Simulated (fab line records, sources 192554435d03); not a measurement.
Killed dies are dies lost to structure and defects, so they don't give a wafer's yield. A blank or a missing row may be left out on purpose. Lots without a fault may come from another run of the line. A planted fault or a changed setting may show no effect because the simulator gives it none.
Problem report in the 8D (eight disciplines) form, filled by code | flow n5_finfet | the parts of the form that need people (team, actions taken, sign-off) are left out

1. THE PROBLEM
rf_fwd_power_W at N5_BEOL_M8_ETCH_66 reads a mean of 1040 W on 1 wafer of 1 lot; wafers without a fault read 836 W with a standard deviation of 3.1. That is +66 standard deviations from the usual mean.
The step: etches SOC in N2/H2, target depth 80 nm, overetch 16 nm, time 120 s.
First seen on wafer L400.1, day 12 20:27, on rie_diel-03. The record holds 15 wafers of 5 lots with a number at this step. Rule for "out", or "out of limits": more than 4 standard deviations from the usual mean. The other wafers with a number count as sound.

2. WHAT IT IS AND WHAT IT IS NOT
question                    | is                       | is not
which readings at this step | rf_fwd_power_W, rf_vpp_V | bias_w, drypump_motor_current_A, h2_flow_sccm, oes_product_au, showerhead_plenum_p_Torr
which lots                  | L400                     | L390, L393, L402, L407
which wafers of those lots  | L400.1                   | L400.2, L400.3
read on which tools         | rie_diel-03              | rie_diel-01
when                        | from day 12 20:27        | up to then (8 sound wafers); but 6 sound wafers of L402, L407 came after

3. SUSPECTS, AND WHAT RULES EACH OUT
Counting: a tool at a process step up to the reading stays a suspect if it ran every lot that is out. Sound lots after the first of them don't rule it out here, since some wafers of a struck lot are sound.
- rie_diel-03 at N5_BEOL_M8_DESCUM_33 (chemistry O2, time 7 s): kept. It ran the lot that is out, L400 (day 12 20:22); its last sound lot up to then is L390 (day 10 11:48).
- rie_diel-03 at N5_BEOL_M8_ETCH_72 (etches underlayer in N2/H2, target depth 6.5 nm, time 5.2 s): kept. It ran the lot that is out, L400 (day 12 20:25); its last sound lot up to then is L390 (day 10 11:50).
- rie_diel-03 at N5_BEOL_M8_ETCH_65 (etches SiARC in CF4, target depth 15.6 nm, time 26 s): kept. It ran the lot that is out, L400 (day 12 20:26); its last sound lot up to then is L390 (day 10 11:51).
- rie_diel-03 at N5_BEOL_M8_ETCH_66 (etches SOC in N2/H2, target depth 80 nm, overetch 16 nm, time 120 s): kept. It ran the lot that is out, L400 (day 12 20:27); its last sound lot up to then is L390 (day 10 11:53). Its own readings are out on those wafers: rf_fwd_power_W, rf_vpp_V.
- Within rie_diel-03 at N5_BEOL_M8_DESCUM_33: the wafers that are out ran in chamber 3; their sound lot-mates ran in chambers 0, 2.
- Within rie_diel-03 at N5_BEOL_M8_ETCH_72: the wafers that are out ran in chamber 3; their sound lot-mates ran in chambers 0, 2.
- Within rie_diel-03 at N5_BEOL_M8_ETCH_65: the wafers that are out ran in chamber 3; their sound lot-mates ran in chambers 0, 2.
- Within rie_diel-03 at N5_BEOL_M8_ETCH_66: the wafers that are out ran in chamber 3; their sound lot-mates ran in chambers 0, 2.
Left after counting: rie_diel-03 at N5_BEOL_M8_DESCUM_33, rie_diel-03 at N5_BEOL_M8_ETCH_72, rie_diel-03 at N5_BEOL_M8_ETCH_65, rie_diel-03 at N5_BEOL_M8_ETCH_66.

4. THE CAUSE (what the simulator had put in)
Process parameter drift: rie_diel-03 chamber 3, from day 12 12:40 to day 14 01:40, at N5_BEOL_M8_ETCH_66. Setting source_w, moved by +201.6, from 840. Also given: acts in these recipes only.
Counting left 4 suspects, and this tool is among them.

5. THE CHAIN OF EFFECTS, in route order
Each row: a reading whose mean over the struck wafers that have a number lies more than 3 standard deviations from the usual. Only readings for which the record gives a usual standard deviation are gone through. hours: the time from each lot's start at the first step in this table that gives one to its start at this step, as a median over the lots. sigmas: the change in usual standard deviations.
hours | step               | reading        | usual   | on struck wafers | change | sigmas
0     | N5_BEOL_M8_ETCH_66 | rf_fwd_power_W | 836 W   | 1040             | +204   | +66
0     | N5_BEOL_M8_ETCH_66 | rf_vpp_V       | 523.9 V | 484.4            | -39.5  | -19
The process steps in it:
- N5_BEOL_M8_ETCH_66: etches SOC in N2/H2, target depth 80 nm, overetch 16 nm, time 120 s.

6. WHAT WOULD HAVE CAUGHT IT SOONER
In this record the first reading out of limits was taken at day 12 20:27, 8 hours after the fault began at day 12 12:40.
